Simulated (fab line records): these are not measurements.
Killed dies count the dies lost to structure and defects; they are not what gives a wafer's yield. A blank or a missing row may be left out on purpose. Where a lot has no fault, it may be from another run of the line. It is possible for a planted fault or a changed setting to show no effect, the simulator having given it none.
Matching of chambers | flow n5_finfet | 4 sister chambers for N5_BEOL_M2_ETCHBACK_99 on rie_diel-01
The step etches SiO2 in CHF3, target depth 5 nm, time 10.4 s. 4 wafers are shown with their chamber, then 9 later ones without.

## EACH WAFER AND ITS CHAMBER
wafer  | chamber | throttle_valve_pct (%)
L085.6 | 3       | 16.58
L090.5 | 0       | 17.36
L089.4 | 1       | 16.75
L089.6 | 2       | 17.30

## WAFERS MISSING THEIR CHAMBER
wafer  | throttle_valve_pct (%)
L091.1 | 17.38
L091.4 | 17.31
L091.5 | 17.39
L092.1 | 16.74
L092.4 | 17.31
L092.5 | 17.40
L096.1 | 17.41
L096.3 | 17.32
L096.5 | 17.39

## WHICH CHAMBER EACH WENT THROUGH
wafer  | from the rows above     | in truth
L091.1 | 0                       | 0
L091.4 | can't be placed: 2 or 0 | 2
L091.5 | 0                       | 0
L092.1 | 1                       | 1
L092.4 | can't be placed: 2 or 0 | 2
L092.5 | 0                       | 0
L096.1 | 0                       | 0
L096.3 | can't be placed: 2 or 0 | 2
L096.5 | 0                       | 0
Correctly placed: 6 of 9. Unplaceable from these rows: 3, with the true chamber sitting among the candidates in 3. Wrongly placed: 0.
How it was worked out, from the rows above alone: a wafer's distance from a chamber is the root of the sum, over the readings, of the square of ((its reading less the chamber's mean) divided by the reading's scatter). If the next closest chamber is less than 2 further off than the closest, the wafer can't be placed; otherwise it belongs to the closest. Each chamber's mean is taken over the wafers shown for it. The scatter: with one shown wafer a chamber, the root of the mean of the squares of how far each hidden wafer lies from its nearest shown one.
